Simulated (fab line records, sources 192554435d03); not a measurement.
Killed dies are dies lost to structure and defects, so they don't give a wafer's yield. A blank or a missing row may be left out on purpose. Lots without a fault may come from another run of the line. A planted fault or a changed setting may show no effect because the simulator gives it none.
Which tool did it? | flow n5_finfet | 21 lots, 63 wafers sampled, at 6 steps of a route of 1938

WHAT THE GAUGES READ, wafer by wafer
The record holds no reading of a measuring or inspecting step that can be judged against a usual standard deviation.

WHICH TOOL RAN EACH LOT (tool, then ch and the chambers of the sampled wafers, then the start)
lot  | N5_BEOL_M0_SAQP_SPACER2_ETCHBACK_27 | N5_BEOL_M0_SAQP_MANDREL2_REMOVE_110 | N5_BEOL_M0_SAQP_DESCUM_45          | N5_BEOL_M0_CUTY_ETCH_63            | N5_BEOL_M0_ANNEAL_135        | N5_BEOL_M1_ETCH_64
L074 | rie_diel-03 ch 0,2,3, day 5 14:10   | rie_si-03 ch 1,2,3, day 5 14:15     | rie_diel-02 ch 0,1,3, day 5 14:50  | rie_diel-04 ch 0,1,3, day 5 16:28  | pvd_sputter-02, day 5 21:16  | rie_diel-03 ch 0,1,3, day 5 23:37
L075 | rie_diel-03 ch 0,2, day 5 17:27     | rie_si-05 ch 0,3, day 5 17:32       | rie_diel-03 ch 1,2, day 5 18:12    | rie_diel-04 ch 1,2,3, day 5 19:40  | pvd_sputter-03, day 5 23:53  | rie_diel-02 ch 1,2,3, day 6 02:33
L076 | rie_diel-03 ch 0,1,3, day 6 00:28   | rie_si-05 ch 0,2,3, day 6 00:34     | rie_diel-06 ch 1,2, day 6 01:13    | rie_diel-01 ch 0,1, day 6 02:41    | pvd_sputter-02, day 6 06:49  | rie_diel-06 ch 0,3, day 6 09:50
L077 | rie_diel-02 ch 1,2,3, day 6 10:47   | rie_si-05 ch 0,1,2, day 6 10:52     | rie_diel-02 ch 0,1,3, day 6 11:25  | rie_diel-04 ch 1,3, day 6 12:46    | pvd_sputter-01, day 6 19:58  | rie_diel-02 ch 1,2,3, day 6 23:44
L078 | rie_diel-02 ch 1,2, day 6 17:17     | rie_si-06 ch 0,1,3, day 6 17:22     | rie_diel-02 ch 0,1,3, day 6 17:55  | rie_diel-05 ch 1,2,3, day 6 19:23  | pvd_sputter-01, day 7 02:02  | rie_diel-02 ch 2,3, day 7 04:01
L079 | rie_diel-03 ch 0,1,2, day 7 01:03   | rie_si-03 ch 0,1,3, day 7 01:08     | rie_diel-06 ch 1,2,3, day 7 01:40  | rie_diel-05 ch 0,1,2, day 7 03:11  | pvd_sputter-01, day 7 09:18  | rie_diel-06 ch 0,1,3, day 7 14:34
L080 | rie_diel-06 ch 0,2, day 7 10:44     | rie_si-05 ch 1,2, day 7 10:49       | rie_diel-06 ch 2,3, day 7 11:22    | rie_diel-01 ch 1,2, day 7 12:50    | pvd_sputter-01, day 7 18:05  | rie_diel-06 ch 0,3, day 7 19:59
L081 | rie_diel-06 ch 0,2, day 7 18:06     | rie_si-06 ch 0,1, day 7 18:11       | rie_diel-02 ch 0,1,2, day 7 19:16  | rie_diel-01 ch 0,1, day 7 20:37    | pvd_sputter-02, day 8 02:42  | rie_diel-06 ch 0,1,2, day 8 05:34
L082 | rie_diel-06 ch 0,1,3, day 7 19:28   | rie_si-05 ch 0,1, day 7 19:34       | rie_diel-02 ch 0,1, day 7 20:06    | rie_diel-01 ch 0,3, day 7 21:38    | pvd_sputter-03, day 8 04:38  | rie_diel-02 ch 1,2,3, day 8 06:40
L083 | rie_diel-02 ch 0,1,3, day 7 22:24   | rie_si-03 ch 0,1,2, day 7 22:29     | rie_diel-03 ch 1,2,3, day 7 23:10  | rie_diel-04 ch 0,2,3, day 8 00:30  | pvd_sputter-02, day 8 03:08  | rie_diel-03 ch 0,1, day 8 05:56
L084 | rie_diel-03 ch 0,1,3, day 8 06:23   | rie_si-05 ch 0,3, day 8 06:28       | rie_diel-06 ch 2,3, day 8 07:08    | rie_diel-04 ch 0,2,3, day 8 08:43  | pvd_sputter-03, day 8 17:47  | rie_diel-02 ch 2,3, day 8 23:22
L085 | rie_diel-06 ch 0,1,2, day 8 07:00   | rie_si-06 ch 0,2,3, day 8 07:05     | rie_diel-06 ch 0,1,2, day 8 07:38  | rie_diel-01 ch 0,1,2, day 8 09:33  | pvd_sputter-02, day 8 14:58  | rie_diel-03 ch 0,2,3, day 8 18:07
L086 | rie_diel-06 ch 0,2,3, day 8 15:23   | rie_si-05 ch 0,2,3, day 8 15:29     | rie_diel-02 ch 0,1,3, day 8 16:02  | rie_diel-01 ch 0,2,3, day 8 17:30  | pvd_sputter-03, day 8 22:40  | rie_diel-02 ch 0,2, day 9 03:15
L089 | rie_diel-03 ch 0,1,3, day 9 06:49   | rie_si-05 ch 2,3, day 9 06:54       | rie_diel-02 ch 0,1, day 9 07:26    | rie_diel-01 ch 1,2,3, day 9 08:58  | pvd_sputter-03, day 9 13:35  | rie_diel-03 ch 0,1,3, day 9 15:53
L090 | rie_diel-03 ch 1,2,3, day 9 13:10   | rie_si-03 ch 0,2, day 9 13:15       | rie_diel-03 ch 0,1,2, day 9 13:56  | rie_diel-01 ch 0,1,2, day 9 15:30  | pvd_sputter-01, day 10 00:05 | rie_diel-06 ch 0,1,2, day 10 02:19
L092 | rie_diel-03 ch 2,3, day 10 05:14    | rie_si-03 ch 0,3, day 10 05:19      | rie_diel-03 ch 0,2,3, day 10 06:00 | rie_diel-04 ch 0,1,3, day 10 07:25 | pvd_sputter-02, day 10 14:50 | rie_diel-03 ch 1,2,3, day 10 19:12
L093 | rie_diel-03 ch 2,3, day 10 08:41    | rie_si-05 ch 0,1,3, day 10 08:46    | rie_diel-02 ch 0,3, day 10 09:21   | rie_diel-04 ch 0,1,2, day 10 10:59 | pvd_sputter-02, day 10 16:24 | rie_diel-06 ch 0,2, day 10 20:20
L094 | rie_diel-03 ch 0,2,3, day 10 19:34  | rie_si-03 ch 0,1,3, day 10 19:40    | rie_diel-02 ch 1,2, day 10 20:29   | rie_diel-01 ch 0,1,2, day 10 21:52 | pvd_sputter-01, day 11 01:31 | rie_diel-02 ch 1,2, day 11 06:26
L095 | rie_diel-06 ch 1,2,3, day 10 23:17  | rie_si-03 ch 1,3, day 10 23:23      | rie_diel-06 ch 0,2, day 11 00:13   | rie_diel-04 ch 1,2,3, day 11 02:05 | pvd_sputter-03, day 11 09:19 | rie_diel-06 ch 0,1,2, day 11 11:59
L096 | rie_diel-02 ch 2,3, day 11 03:52    | rie_si-05 ch 1,2,3, day 11 03:57    | rie_diel-03 ch 0,1,2, day 11 04:29 | rie_diel-01 ch 1,3, day 11 06:35   | pvd_sputter-03, day 11 11:46 | rie_diel-03 ch 1,2,3, day 11 15:16
L097 | rie_diel-02 ch 0,2,3, day 11 13:19  | rie_si-03 ch 0,2,3, day 11 13:25    | rie_diel-06 ch 0,2,3, day 11 14:04 | rie_diel-01 ch 1,3, day 11 15:39   | pvd_sputter-02, day 11 19:12 | rie_diel-06 ch 1,2,3, day 11 22:40
- N5_BEOL_M0_SAQP_SPACER2_ETCHBACK_27: etches SiO2 in CHF3/O2, target depth 22.5 nm, time 11.25 s.
- N5_BEOL_M0_SAQP_MANDREL2_REMOVE_110: chemistry HBr/Cl2/O2, target a-Si, stops on SiCN, bt time 10 s.
- N5_BEOL_M0_SAQP_DESCUM_45: chemistry O2, time 7 s.
- N5_BEOL_M0_CUTY_ETCH_63: etches SOC in N2/H2, target depth 82.7 nm, overetch 16.5 nm, time 124 s.
- N5_BEOL_M0_ANNEAL_135: time 60 s.
- N5_BEOL_M1_ETCH_64: etches SOC in N2/H2, target depth 75 nm, overetch 15 nm, time 112.5 s.

WHAT THE TOOLS THEMSELVES READ (means of the sampled wafers that have a number; where no wafer has one, the mark that the record gives instead)
N5_BEOL_M0_SAQP_SPACER2_ETCHBACK_27.
lot  | tool        | drypump_motor_current_A (A) | oes_product_au (a.u.) | rf_vpp_V (V) | showerhead_plenum_p_Torr (Torr) | throttle_valve_pct (%)
L074 | rie_diel-03 | 5.9                         | 0.90                  | 525          | 2.50                            | 18.58
L075 | rie_diel-03 | 6.2                         | 0.88                  | 527          | 2.49                            | 18.54
L076 | rie_diel-03 | 5.7                         | 0.84                  | 523          | 2.48                            | 18.83
L077 | rie_diel-02 | 5.7                         | 0.78                  | 526          | 2.36                            | 18.82
L078 | rie_diel-02 | 5.6                         | 0.78                  | 519          | 2.28                            | 18.89
L079 | rie_diel-03 | 6.0                         | 0.82                  | 526          | 2.46                            | 18.78
L080 | rie_diel-06 | 5.9                         | 0.85                  | 506          | 2.44                            | 18.59
L081 | rie_diel-06 | 5.9                         | 0.84                  | 507          | 2.44                            | 18.59
L082 | rie_diel-06 | 5.7                         | 0.80                  | 522          | 2.42                            | 18.80
L083 | rie_diel-02 | 5.7                         | 0.74                  | 525          | 2.41                            | 18.91
L084 | rie_diel-03 | 5.7                         | 0.82                  | 522          | 2.48                            | 18.84
L085 | rie_diel-06 | 5.7                         | 0.80                  | 510          | 2.46                            | 18.71
L086 | rie_diel-06 | 5.6                         | 0.87                  | 515          | 2.42                            | 18.66
L089 | rie_diel-03 | 5.7                         | 0.82                  | 523          | 2.48                            | 18.86
L090 | rie_diel-03 | 5.7                         | 0.83                  | 519          | 2.52                            | 18.90
L092 | rie_diel-03 | 5.5                         | 0.89                  | 518          | 2.55                            | 18.74
L093 | rie_diel-03 | 5.9                         | 0.88                  | 522          | 2.53                            | 18.67
L094 | rie_diel-03 | 5.9                         | 0.86                  | 525          | 2.49                            | 18.63
L095 | rie_diel-06 | 5.4                         | 0.80                  | 518          | 2.43                            | 18.81
L096 | rie_diel-02 | 5.8                         | 0.74                  | 528          | 2.40                            | 18.89
L097 | rie_diel-02 | 5.8                         | 0.84                  | 520          | 2.37                            | 18.92

N5_BEOL_M0_SAQP_MANDREL2_REMOVE_110.
lot  | tool      | drypump_motor_current_A (A) | oes_product_au (a.u.) | throttle_valve_pct (%)
L074 | rie_si-03 | 5.8                         | 1.006                 | 36.7
L075 | rie_si-05 | 6.0                         | 1.000                 | 36.7
L076 | rie_si-05 | 6.0                         | 1.004                 | 36.8
L077 | rie_si-05 | 6.1                         | 1.007                 | 36.7
L078 | rie_si-06 | 5.9                         | 1.017                 | 36.6
L079 | rie_si-03 | 5.5                         | 1.009                 | 36.8
L080 | rie_si-05 | 5.9                         | 0.999                 | 36.9
L081 | rie_si-06 | 5.7                         | 1.028                 | 36.3
L082 | rie_si-05 | 5.8                         | 0.994                 | 36.8
L083 | rie_si-03 | 5.7                         | 0.991                 | 36.6
L084 | rie_si-05 | 6.0                         | 1.014                 | 36.7
L085 | rie_si-06 | 5.7                         | 1.001                 | 37.0
L086 | rie_si-05 | 6.0                         | 1.015                 | 36.8
L089 | rie_si-05 | 6.1                         | 1.008                 | 36.9
L090 | rie_si-03 | 5.5                         | 1.000                 | 36.2
L092 | rie_si-03 | 5.1                         | 1.010                 | 36.6
L093 | rie_si-05 | 5.9                         | 0.993                 | 37.1
L094 | rie_si-03 | 5.6                         | 0.998                 | 36.8
L095 | rie_si-03 | 6.0                         | 1.005                 | 37.0
L096 | rie_si-05 | 5.9                         | 0.993                 | 37.2
L097 | rie_si-03 | 5.3                         | 1.007                 | 36.5

N5_BEOL_M0_SAQP_DESCUM_45.
lot  | tool        | bias_power_w (W) | drypump_motor_current_A (A) | oes_product_au (a.u.) | rf_vpp_V (V) | showerhead_plenum_p_Torr (Torr) | throttle_valve_pct (%)
L074 | rie_diel-02 | 19.94            | 5.7                         | 0.75                  | 243.6        | 2.11                            | 20.5
L075 | rie_diel-03 | 20.01            | 5.9                         | 0.78                  | 245.5        | 2.19                            | 20.8
L076 | rie_diel-06 | 20.01            | 5.4                         | 0.77                  | 245.0        | 2.14                            | 20.3
L077 | rie_diel-02 | 20.03            | 5.7                         | 0.74                  | 243.6        | 2.10                            | 20.5
L078 | rie_diel-02 | 20.01            | 5.7                         | 0.75                  | 242.6        | 2.10                            | 20.5
L079 | rie_diel-06 | 20.03            | 5.4                         | 0.85                  | 243.6        | 2.10                            | 20.1
L080 | rie_diel-06 | 20.00            | 5.3                         | 0.92                  | 242.8        | 2.05                            | 20.0
L081 | rie_diel-02 | 20.01            | 5.6                         | 0.75                  | 241.3        | 2.01                            | 20.5
L082 | rie_diel-02 | 19.99            | 5.7                         | 0.71                  | 241.7        | 2.06                            | 20.6
L083 | rie_diel-03 | 20.03            | 5.7                         | 0.83                  | 244.5        | 2.19                            | 20.4
L084 | rie_diel-06 | 20.03            | 5.3                         | 0.91                  | 243.2        | 2.05                            | 20.0
L085 | rie_diel-06 | 20.01            | 5.7                         | 0.80                  | 242.9        | 2.13                            | 20.2
L086 | rie_diel-02 | 19.98            | 5.6                         | 0.74                  | 242.1        | 2.10                            | 20.5
L089 | rie_diel-02 | 19.96            | 5.6                         | 0.71                  | 242.3        | 2.06                            | 20.6
L090 | rie_diel-03 | 19.96            | 6.0                         | 0.80                  | 244.7        | 2.17                            | 20.5
L092 | rie_diel-03 | 20.03            | 5.9                         | 0.85                  | 244.8        | 2.17                            | 20.2
L093 | rie_diel-02 | 19.99            | 5.8                         | 0.69                  | 243.3        | 2.12                            | 20.7
L094 | rie_diel-02 | 19.99            | 5.5                         | 0.77                  | 241.2        | 1.99                            | 20.3
L095 | rie_diel-06 | 20.03            | 5.5                         | 0.84                  | 244.4        | 2.11                            | 20.0
L096 | rie_diel-03 | 20.01            | 6.1                         | 0.78                  | 243.5        | 2.16                            | 20.5
L097 | rie_diel-06 | 19.94            | 5.6                         | 0.85                  | 244.0        | 2.08                            | 20.1

N5_BEOL_M0_CUTY_ETCH_63.
lot  | tool        | drypump_motor_current_A (A) | n2_flow_sccm (sccm) | oes_product_au (a.u.) | rf_vpp_V (V) | showerhead_plenum_p_Torr (Torr) | throttle_valve_pct (%)
L074 | rie_diel-04 | 6.2                         | 200.3               | 0.64                  | 524.8        | 2.58                            | 17.65
L075 | rie_diel-04 | 5.9                         | 200.5               | 0.66                  | 525.2        | 2.60                            | 17.61
L076 | rie_diel-01 | 5.3                         | 201.0               | 0.60                  | 525.2        | 2.59                            | 17.89
L077 | rie_diel-04 | 6.4                         | 200.6               | 0.69                  | 525.8        | 2.62                            | 17.79
L078 | rie_diel-05 | 5.7                         | 200.0               | 0.73                  | 523.1        | 2.51                            | 17.44
L079 | rie_diel-05 | 5.7                         | 200.7               | 0.68                  | 524.3        | 2.53                            | 17.44
L080 | rie_diel-01 | 5.2                         | 200.2               | 0.59                  | 521.2        | 2.50                            | 17.70
L081 | rie_diel-01 | 5.2                         | 199.8               | 0.61                  | 526.7        | 2.64                            | 17.98
L082 | rie_diel-01 | 5.6                         | 199.9               | 0.66                  | 522.6        | 2.51                            | 17.59
L083 | rie_diel-04 | 5.7                         | 199.1               | 0.60                  | 524.1        | 2.55                            | 17.50
L084 | rie_diel-04 | 5.7                         | 199.7               | 0.59                  | 525.6        | 2.55                            | 17.52
L085 | rie_diel-01 | 5.2                         | 199.9               | 0.59                  | 523.7        | 2.54                            | 17.80
L086 | rie_diel-01 | 5.5                         | 200.9               | 0.62                  | 522.8        | 2.47                            | 17.61
L089 | rie_diel-01 | 5.3                         | 199.9               | 0.62                  | 523.0        | 2.53                            | 17.68
L090 | rie_diel-01 | 5.3                         | 199.9               | 0.59                  | 523.7        | 2.54                            | 17.82
L092 | rie_diel-04 | 6.2                         | 200.1               | 0.62                  | 524.2        | 2.56                            | 17.69
L093 | rie_diel-04 | 5.7                         | 200.6               | 0.62                  | 524.0        | 2.54                            | 17.66
L094 | rie_diel-01 | 5.3                         | 200.2               | 0.58                  | 524.2        | 2.53                            | 17.85
L095 | rie_diel-04 | 5.9                         | 200.3               | 0.63                  | 524.5        | 2.58                            | 17.67
L096 | rie_diel-01 | 5.2                         | 199.6               | 0.62                  | 525.1        | 2.62                            | 17.88
L097 | rie_diel-01 | 5.3                         | 199.8               | 0.62                  | 524.8        | 2.61                            | 17.91

N5_BEOL_M0_ANNEAL_135.
lot  | tool           | heater_power_w (W)
L074 | pvd_sputter-02 | 920
L075 | pvd_sputter-03 | 791
L076 | pvd_sputter-02 | 857
L077 | pvd_sputter-01 | 813
L078 | pvd_sputter-01 | 796
L079 | pvd_sputter-01 | 832
L080 | pvd_sputter-01 | 830
L081 | pvd_sputter-02 | 860
L082 | pvd_sputter-03 | 788
L083 | pvd_sputter-02 | 835
L084 | pvd_sputter-03 | 759
L085 | pvd_sputter-02 | 920
L086 | pvd_sputter-03 | 761
L089 | pvd_sputter-03 | 761
L090 | pvd_sputter-01 | 818
L092 | pvd_sputter-02 | 946
L093 | pvd_sputter-02 | 934
L094 | pvd_sputter-01 | 825
L095 | pvd_sputter-03 | 776
L096 | pvd_sputter-03 | 757
L097 | pvd_sputter-02 | 848

N5_BEOL_M1_ETCH_64.
lot  | tool        | drypump_motor_current_A (A) | n2_flow_sccm (sccm) | oes_product_au (a.u.) | rf_vpp_V (V) | showerhead_plenum_p_Torr (Torr) | throttle_valve_pct (%)
L074 | rie_diel-03 | 5.7                         | 200.2               | 0.65                  | 526.0        | 2.63                            | 17.8
L075 | rie_diel-02 | 5.6                         | 199.9               | 0.62                  | 522.5        | 2.48                            | 17.7
L076 | rie_diel-06 | 5.7                         | 199.6               | 0.70                  | 524.3        | 2.49                            | 17.4
L077 | rie_diel-02 | 5.7                         | 200.1               | 0.61                  | 520.9        | 2.48                            | 17.7
L078 | rie_diel-02 | 5.7                         | 199.6               | 0.61                  | 520.3        | 2.43                            | 17.7
L079 | rie_diel-06 | 5.7                         | 199.2               | 0.64                  | 524.1        | 2.54                            | 17.5
L080 | rie_diel-06 | 6.0                         | 200.7               | 0.66                  | 524.0        | 2.52                            | 17.4
L081 | rie_diel-06 | 5.6                         | 200.0               | 0.63                  | 524.8        | 2.59                            | 17.5
L082 | rie_diel-02 | 5.7                         | 199.7               | 0.61                  | 521.7        | 2.48                            | 17.7
L083 | rie_diel-03 | 6.0                         | 200.0               | 0.61                  | 525.5        | 2.57                            | 17.7
L084 | rie_diel-02 | 5.8                         | 200.1               | 0.60                  | 523.8        | 2.53                            | 17.7
L085 | rie_diel-03 | 5.9                         | 200.0               | 0.68                  | 526.6        | 2.66                            | 17.7
L086 | rie_diel-02 | 5.7                         | 200.3               | 0.56                  | 521.3        | 2.46                            | 18.1
L089 | rie_diel-03 | 5.7                         | 200.0               | 0.63                  | 526.2        | 2.62                            | 17.8
L090 | rie_diel-06 | 5.7                         | 199.5               | 0.63                  | 525.0        | 2.58                            | 17.5
L092 | rie_diel-03 | 5.8                         | 200.1               | 0.64                  | 527.6        | 2.67                            | 18.0
L093 | rie_diel-06 | 5.5                         | 200.3               | 0.67                  | 524.8        | 2.58                            | 17.4
L094 | rie_diel-02 | 5.5                         | 199.6               | 0.61                  | 519.4        | 2.41                            | 17.7
L095 | rie_diel-06 | 5.7                         | 200.0               | 0.62                  | 524.3        | 2.57                            | 17.6
L096 | rie_diel-03 | 5.8                         | 199.9               | 0.64                  | 527.1        | 2.67                            | 18.0
L097 | rie_diel-06 | 5.4                         | 199.5               | 0.63                  | 523.5        | 2.55                            | 17.6

THE ANSWER, worked out from the rows above alone
Rule: what is usual is taken from the lots themselves. Put in order of their means at a reading, lots are off if they are a third of the lots or fewer, leave a main group of 4 or more, and stand apart from it by a gap of 3 or more times the standard deviation of the main group's means; of several such gaps the widest counts. A main group whose means are all the same, to the digits that the tables above print for the reading, isn't used. A lot without any number at a reading at which 4 lots or more have one is off too. The other lots that the step has rows for count as sound. The gauges are gone through in route order, then the tools' own readings, and for those a lot's mean is taken as printed above. The first step at which some lot is off is used, and at that step the reading that is off furthest; a lot without a number counts as furthest.
No lot is off at any reading shown: from this, nothing can be told.

WHAT THE SIMULATOR HAD PUT IN
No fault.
